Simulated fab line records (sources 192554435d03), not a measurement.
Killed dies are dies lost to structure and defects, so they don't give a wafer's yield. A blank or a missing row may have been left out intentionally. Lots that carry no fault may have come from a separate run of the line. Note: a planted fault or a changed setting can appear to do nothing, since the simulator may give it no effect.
Chamber matching -- flow n5Finfet -- pecvd-01 running N5_BEOL_M0_SAQP_HM_DEP_111: 3 sister chambers
The step deposits SiO2 from SiH4/N2O, target thk 12 nm, time 7.2 s. 3 wafers are shown with their chamber, then 10 later ones without.

WAFERS PAIRED WITH THEIR CHAMBERS
wafer,chamber,showerheadPlenumPTorr (Torr)
L087.2,0,8.22
L088.5,2,8.14
L092.4,1,8.20

WAFERS WITH NO CHAMBER GIVEN
wafer,showerheadPlenumPTorr (Torr)
L092.5,8.24
L093.1,8.12
L093.5,8.14
L093.6,8.19
L096.1,8.24
L096.3,8.15
L096.6,8.21
L097.3,8.24
L097.4,8.14
L097.6,8.17

CHAMBER TAKEN BY EACH
wafer,from the rows above,in truth
L092.5,can't be placed: 0 or 1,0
L093.1,2,2
L093.5,2,2
L093.6,can't be placed: 1 or 0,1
L096.1,can't be placed: 0 or 1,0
L096.3,2,2
L096.6,can't be placed: 0 or 1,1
L097.3,can't be placed: 0 or 1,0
L097.4,2,2
L097.6,can't be placed: 1 or 2 or 0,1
4 of 10 placed correctly. Cannot be placed on the basis of these rows: 6; the candidates contain the true chamber in 6. Wrongly placed: 0.
How it was worked out, from the rows above alone: a wafer's distance from a chamber is the root of the sum, over the readings, of the square of ((its reading less the chamber's mean) divided by the reading's scatter). The wafer belongs to the nearest chamber; if the next one is less than 2 further off, it can't be placed. A chamber's mean is the mean of its shown wafers. The scatter: root of mean squared gap, hidden wafer to nearest shown wafer, with one shown wafer a chamber.
